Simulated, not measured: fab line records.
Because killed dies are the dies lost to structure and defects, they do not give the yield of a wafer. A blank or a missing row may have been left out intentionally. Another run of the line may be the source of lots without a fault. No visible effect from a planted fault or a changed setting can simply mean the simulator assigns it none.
2 desks looking at one fault -- flow n5Finfet -- every desk sees just its own numbers, and what lay behind them comes last

TOOL OWNER'S DESK, aldMetal-03
The tool's own readings at N5_HKMG_FIN_ALD_91 (deposits TiN, target thk 1 nm, pulse time 1 s, purge time 3 s): means of the sampled wafers that have a number, for each lot that ran on this tool. If a lot's mean is further than 4 standard deviations from the usual mean, the lot is out of limits and carries the mark OUT (the distance appears in the brackets).
Columns: A = heaterPowerOuterW at N5_HKMG_FIN_ALD_91, usual 565 W; B = heaterPowerW at N5_HKMG_FIN_ALD_91, usual 904 W; C = precursorPulseHeightRel at N5_HKMG_FIN_ALD_91, usual 1.000
lot,first seen here,A,B,C
L967,day 4 16:28,501,822,1.018
L971,day 5 13:28,533,892,1.005
L976,day 6 23:27,591,969,1.004
Finding of this desk: none of the 3 lots has anything out of limits.

FROM THE METROLOGY DESK
What the gauges read, lot by lot, whatever tool the lot ran on: means of the sampled wafers that have a number. If a lot's mean is further than 4 standard deviations from the usual mean, the lot is out of limits and carries the mark OUT (the distance appears in the brackets). It has 19 readings, of which 7 appear: the earliest out of limits, and the ones furthest out on some lot.
Columns: A = IOFF_N at N5_BEOL_M4_RC_MEAS_101, usual 0.163 nA/um; B = IOFF_N_85C at N5_BEOL_M4_RC_MEAS_101, usual 3.2 nA/um; C = IOFF_N_LIN at N5_BEOL_M4_RC_MEAS_101, usual 0.075 nA/um; D = IOFF_N_LONG at N5_BEOL_M4_RC_MEAS_101, usual 5.48e-05 nA/um; E = VT_N at N5_BEOL_M4_RC_MEAS_101, usual 249.8 mV; F = VT_N_LONG at N5_BEOL_M4_RC_MEAS_101, usual 275.4 mV; G = VT_N_LVT at N5_BEOL_M4_RC_MEAS_101, usual 98.5 mV
lot,first seen here,A,B,C,D,E,F,G
L967,day 8 14:34,0.173,3.4,0.081,5.88e-05,247.7,274.7,97.7
L971,day 9 05:38,0.255,4.6,0.120 (+5.0) OUT,7.86e-05 (+11) OUT,239.5,266.4 (-5.3) OUT,89.2
L976,day 11 06:55,0.411 (+11) OUT,6.9 (+10) OUT,0.185 (+12) OUT,1.12e-04 (+27) OUT,226.5 (-8.3) OUT,254.2 (-12) OUT,75.8 (-8.7) OUT
L979,day 11 18:47,0.179,3.4,0.082,5.55e-05,249.7,276.3,96.5
L981,day 12 08:54,0.170,3.3,0.078,5.60e-05,248.1,276.1,97.1
L982,day 12 12:41,0.185,3.5,0.086,5.30e-05,247.1,277.5,96.6
L988,day 13 15:49,0.193,3.7,0.085,5.80e-05,247.3,273.5,96.3
L987,day 13 21:52,0.142,2.9,0.066,5.37e-05,252.9,275.4,100.8
This desk's result: L971, L976 out of limits, first on L971 (IOFF_N_LIN at N5_BEOL_M4_RC_MEAS_101), day 9 05:38. L967, L979, L981, L982, L988, L987: within limits.

ALL TOGETHER
The metrology desk could have raised an alarm at day 9 05:38, on L971, L976.
The tool owner's desk saw nothing out of limits.
On record at the tool owner's desk: L971, L976, within its limits.
All the named lots went through N5_HKMG_FIN_ALD_91 on aldMetal-03.

WHAT HAD BEEN PUT IN BY THE SIMULATOR
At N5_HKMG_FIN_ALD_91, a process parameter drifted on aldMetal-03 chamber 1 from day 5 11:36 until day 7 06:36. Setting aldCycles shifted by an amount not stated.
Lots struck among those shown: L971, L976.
Per desk, hours elapsed from the start of the fault to the first reading out of limits: for the metrology desk, 90.
